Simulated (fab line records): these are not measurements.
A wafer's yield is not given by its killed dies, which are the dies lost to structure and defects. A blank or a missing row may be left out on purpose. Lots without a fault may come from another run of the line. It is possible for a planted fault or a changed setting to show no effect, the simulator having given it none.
Struck lot and sound lot, side by side || flow n5 finfet || 14 out of 1938 route steps
Sound: the wafers L672.1, L672.4, L672.5. Wafers L681.2, L681.4, L681.5 were the ones struck. The cause comes at the end.
Per side, at each step with rows, come the tool, then ch with its chambers, and then its first start. Under that, the readings that differ: sound wafers || struck wafers || difference of the means || sigmas: that difference in standard deviations of wafers without a fault.
alike: a reading whose means differ by less than 2 such deviations, as well as words and numbers matching on both sides. not compared: withheld readings; readings where some wafer has no value; bounds like >300 that might hide an equal value; numbers whose values overlap and for which the record gives no deviation.
Wherever a step has rows on one side only, a row that says differs or no value, or a row with sigmas, the two part there. When numbers do not overlap yet have no deviation, they are printed without sigmas and do not part them. A reading missing from all wafers of one side parts the sides only when that side holds two or more wafers.

N5_BEOL_M15_VIA_ETCH_16: etches SiO2 in C4F8/O2/Ar, target depth 1792.2 nm.
  sound on rie diel-03 ch 0,2,3, day 15 04:43; struck on rie diel-06 ch 1,2,3, day 16 08:04
  alike: drypump motor current A, he inner torr, oes product au, rf fwd power W, rf vpp V, showerhead plenum p Torr, throttle valve pct
N5_BEOL_M15_STRIP_63: strips in O2.
  sound on rie diel-03 ch 0,2,3; struck on rie diel-06 ch 1,2,3
  alike: drypump motor current A, oes product au, rf vpp V, showerhead plenum p Torr, throttle valve pct
  not compared: rf hours counter h
N5_BEOL_M15_STRIP_64: strips in O2.
  sound on rie diel-03 ch 0,2,3; struck on rie diel-06 ch 1,2,3
  alike: drypump motor current A, oes product au, rf vpp V, showerhead plenum p Torr, throttle valve pct
  not compared: rf hours counter h
then, 2 steps without rows for these wafers: N5_BEOL_M15_STRIP_65 (strips in post etch residue remover, time 60 s); N5_BEOL_M15_SRD_66 (time 30 s, dry time 30 s).
N5_BEOL_M15_CD_MEAS_17 targets a cd of 360 nm.
  sound: cd sem-01 at day 15 05:08; struck: cd sem-03 at day 16 08:29
  alike: cd nm
then, 1 step without rows for these wafers: N5_BEOL_M15_COAT_56 (time 60 s, resist thk 550 nm).
N5_BEOL_M15_ETCH_57: etches SOC in N2/H2, time 750 s.
  sound on rie diel-03 ch 0,2,3, day 15 05:14; struck on rie diel-06 ch 0,1,2, day 16 08:35
  alike: drypump motor current A, oes product au, rf fwd power W, rf vpp V, showerhead plenum p Torr, throttle valve pct
  not compared: rf hours counter h
then, 4 steps without rows for these wafers: N5_BEOL_M15_COAT_60 (time 60 s, resist thk 89 nm); N5_BEOL_M15_COAT_22 (resist thk 800 nm); N5_BEOL_M15_EBR_24; N5_BEOL_M15_SOFTBAKE_23 (time 60 s).
N5_BEOL_M15_EXPOSE_25: exposes mask M15, target cd 400 nm.
  struck on krf scanner-01, day 16 09:11; sound on krf scanner-01 ch 0, day 15 05:50
  no value came back on the struck wafers for exposure dose mJ cm2, focus offset nm (nm), na, stage vel mm s (mm/s); on the sound wafers exposure dose mJ cm2 reads 35.47 35.51 35.46
  alike: mask
then, 1 step without rows for these wafers: N5_BEOL_M15_PEB_26 (peb time 90 s).

== WHERE THEY PART ==
Only at N5_BEOL_M15_EXPOSE_25, within this record.

WHY: the cause the simulator had injected
Whole step skipped at N5_BEOL_M15_EXPOSE_25 on krf scanner-01, starting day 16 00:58. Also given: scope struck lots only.
